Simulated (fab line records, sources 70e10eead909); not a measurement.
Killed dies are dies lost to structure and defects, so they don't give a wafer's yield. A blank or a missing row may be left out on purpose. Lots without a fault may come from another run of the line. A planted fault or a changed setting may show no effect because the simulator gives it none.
Which tool did it? | flow nand_harc | 14 lots, 42 wafers sampled, at 4 steps of a route of 1302

WHAT THE GAUGES READ, wafer by wafer
NHARC_A_BLC_CD_MEAS_10: target cd 100 nm.
lot  | measured     | on        | cd_nm (nm)
L951 | day 22 21:01 | cd_sem-01 | 99.5 100.5 100.3
L949 | day 22 22:04 | cd_sem-02 | 99.3 100.0 99.5
L950 | day 23 00:07 | cd_sem-03 | 99.8 99.5 99.5
L952 | day 24 07:38 | cd_sem-03 | 100.3 100.1 100.3
L954 | day 24 10:29 | cd_sem-01 | 45.8 44.9 45.3
L953 | day 24 12:36 | cd_sem-01 | 45.4 46.1 45.1
L959 | day 26 12:20 | cd_sem-03 | 101.2 99.5 99.6
L960 | day 27 01:10 | cd_sem-01 | 101.1 100.5 100.1
L961 | day 27 02:53 | cd_sem-03 | 99.7 98.9 100.6
L963 | day 28 03:43 | cd_sem-01 | 100.6 99.9 100.0
L964 | day 28 05:35 | cd_sem-02 | 99.7 100.7 100.0
L965 | day 30 02:58 | cd_sem-01 | 99.7 100.2 98.9
L970 | day 31 21:37 | cd_sem-01 | 99.9 100.7 99.8
L971 | day 32 03:21 | cd_sem-02 | 100.0 99.4 100.0

WHICH TOOL RAN EACH LOT (tool, then ch and the chambers of the sampled wafers, then the start)
lot  | NHARC_A_CONTACT_ETCH_138             | NHARC_A_CONTACT_ETCH_92            | NHARC_A_BLC_PEB_08
L951 | har_cap_etch-02 ch 0, day 22 17:05   | rie_diel-08 ch 1,3, day 22 17:52   | litho_track-01 ch 0, day 22 20:56
L949 | har_cap_etch-03 ch 0,1, day 22 18:12 | rie_diel-08 ch 0,1,3, day 22 19:02 | litho_track-01 ch 0, day 22 21:59
L950 | har_cap_etch-01 ch 0,1, day 22 20:11 | rie_diel-08 ch 0,1,3, day 22 21:01 | litho_track-06 ch 0, day 23 00:02
L952 | har_cap_etch-02 ch 0,1, day 24 03:39 | rie_diel-13 ch 0,2,3, day 24 04:29 | litho_track-01 ch 0, day 24 07:34
L954 | har_cap_etch-01 ch 0,1, day 24 06:42 | rie_diel-13 ch 2,3, day 24 07:27   | litho_track-01 ch 0, day 24 10:24
L953 | har_cap_etch-02 ch 0,1, day 24 08:40 | rie_diel-08 ch 2,3, day 24 09:28   | litho_track-01 ch 0, day 24 12:31
L959 | har_cap_etch-01 ch 0,1, day 26 08:21 | rie_diel-08 ch 0,1,2, day 26 09:13 | litho_track-06 ch 0, day 26 12:16
L960 | har_cap_etch-01 ch 0,1, day 26 21:15 | rie_diel-08 ch 0,3, day 26 22:00   | litho_track-06 ch 0, day 27 01:05
L961 | har_cap_etch-03 ch 0,1, day 26 22:53 | rie_diel-13 ch 0,2,3, day 26 23:43 | litho_track-06 ch 0, day 27 02:48
L963 | har_cap_etch-02 ch 0,1, day 27 23:52 | rie_diel-08 ch 0,3, day 28 00:34   | litho_track-04 ch 0, day 28 03:38
L964 | har_cap_etch-01 ch 0,1, day 28 01:40 | rie_diel-08 ch 0,1, day 28 02:25   | litho_track-04 ch 0, day 28 05:31
L965 | har_cap_etch-02 ch 0,1, day 29 22:16 | rie_diel-08 ch 0,3, day 29 23:01   | litho_track-04 ch 0, day 30 02:53
L970 | har_cap_etch-03 ch 0,1, day 31 17:41 | rie_diel-09 ch 1,2, day 31 18:29   | litho_track-04 ch 0, day 31 21:32
L971 | har_cap_etch-02 ch 0,1, day 31 23:20 | rie_diel-08 ch 1,2,3, day 32 00:11 | litho_track-04 ch 0, day 32 03:16
- NHARC_A_CONTACT_ETCH_138: etches the open film in C4F8/O2/Ar, time 311 s, target depth 1914 nm.
- NHARC_A_CONTACT_ETCH_92: etches the open film in CH3F/O2, target depth 40 nm, time 85.7 s.
- NHARC_A_BLC_PEB_08: peb time 65 s.

WHAT THE TOOLS THEMSELVES READ (means of the sampled wafers that have a number; where no wafer has one, the mark that the record gives instead)
NHARC_A_CONTACT_ETCH_92.
lot  | tool        | ch3f_flow_sccm (sccm) | drypump_motor_current_A (A) | mfc_ar_sccm (sccm) | oes_product_au (a.u.) | rf_vpp_V (V) | showerhead_plenum_p_Torr (Torr) | throttle_valve_pct (%)
L951 | rie_diel-08 | 49.93                 | 5.8                         | 200.5              | 0.931                 | 244.2        | 2.43                            | 20.674
L949 | rie_diel-08 | 50.04                 | 5.7                         | 199.4              | 0.919                 | 244.9        | 2.43                            | 20.666
L950 | rie_diel-08 | 50.10                 | 5.7                         | 200.1              | 0.929                 | 243.4        | 2.43                            | 20.674
L952 | rie_diel-13 | 50.14                 | 5.7                         | 200.2              | 0.928                 | 244.9        | 2.48                            | 20.659
L954 | rie_diel-13 | 50.15                 | 6.0                         | 199.8              | 0.931                 | 245.4        | 2.49                            | 20.664
L953 | rie_diel-08 | 49.98                 | 5.6                         | 199.4              | 0.931                 | 246.5        | 2.57                            | 20.657
L959 | rie_diel-08 | 49.96                 | 6.1                         | 200.3              | 0.932                 | 244.6        | 2.42                            | 20.668
L960 | rie_diel-08 | 50.07                 | 5.6                         | 200.6              | 0.952                 | 244.8        | 2.43                            | 20.667
L961 | rie_diel-13 | 50.10                 | 5.7                         | 199.8              | 0.927                 | 244.9        | 2.47                            | 20.667
L963 | rie_diel-08 | 50.03                 | 5.6                         | 200.0              | 0.926                 | 243.9        | 2.42                            | 20.665
L964 | rie_diel-08 | 50.03                 | 6.0                         | 200.4              | 0.919                 | 242.4        | 2.35                            | 20.654
L965 | rie_diel-08 | 49.87                 | 5.6                         | 200.6              | 0.981                 | 243.9        | 2.42                            | 20.667
L970 | rie_diel-09 | 50.05                 | 6.5                         | 199.9              | 0.933                 | 244.6        | 2.49                            | 20.671
L971 | rie_diel-08 | 49.98                 | 5.9                         | 200.3              | 0.913                 | 244.3        | 2.49                            | 20.665

NHARC_A_BLC_PEB_08.
lot  | tool           | heater_power_total_W (W) | plate_temp_C (C)
L951 | litho_track-01 | 156.7                    | 99.89
L949 | litho_track-01 | 156.6                    | 100.00
L950 | litho_track-06 | 156.5                    | 99.88
L952 | litho_track-01 | 156.5                    | 99.86
L954 | litho_track-01 | 132.5                    | 88.83
L953 | litho_track-01 | 133.2                    | 88.83
L959 | litho_track-06 | 156.5                    | 99.87
L960 | litho_track-06 | 156.9                    | 99.92
L961 | litho_track-06 | 156.4                    | 99.87
L963 | litho_track-04 | 156.5                    | 99.77
L964 | litho_track-04 | 156.5                    | 100.08
L965 | litho_track-04 | 156.7                    | 100.07
L970 | litho_track-04 | 156.7                    | 100.06
L971 | litho_track-04 | 156.7                    | 100.01

THE ANSWER, worked out from the rows above alone
Rule: what is usual is taken from the lots themselves. Put in order of their means at a reading, lots are off if they are a third of the lots or fewer, leave a main group of 4 or more, and stand apart from it by a gap of 3 or more times the standard deviation of the main group's means; of several such gaps the widest counts. A main group whose means are all the same, to the digits that the tables above print for the reading, isn't used. A lot without any number at a reading at which 4 lots or more have one is off too. The other lots that the step has rows for count as sound. The gauges are gone through in route order, then the tools' own readings, and for those a lot's mean is taken as printed above. The first step at which some lot is off is used, and at that step the reading that is off furthest; a lot without a number counts as furthest.
Off: L954, L953, at NHARC_A_BLC_CD_MEAS_10 (cd_nm). The main group: mean 100.0 nm, standard deviation 0.3.
A tool fits if, at a process step before that reading, it ran every lot that is off, and no sound lot after the first of them. The gauges at NHARC_A_BLC_CD_MEAS_10 aren't tried: what is off there is off at NHARC_A_BLC_PEB_08 too, on other tools, and a gauge's error can't cause that. One fits: litho_track-01 at NHARC_A_BLC_PEB_08. Its last sound lot is L952 (day 24 07:34), its first lot that is off L954 (day 24 10:24): a fault that began between those two fits.
The tool's own readings at NHARC_A_BLC_PEB_08 bear it out: on the lots that are off they differ by more than 5 times the standard deviation of the sound lots' means. heater_power_total_W reads 132.8 W there against 156.6 W on the sound lots; plate_temp_C reads 88.83 C there against 99.94 C on the sound lots.

WHAT THE SIMULATOR HAD PUT IN
Process parameter drift: litho_track-01, from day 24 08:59 on, at NHARC_A_BLC_PEB_08. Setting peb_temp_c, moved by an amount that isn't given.
Lots struck among those shown: L954, L953. The rule above found the same.
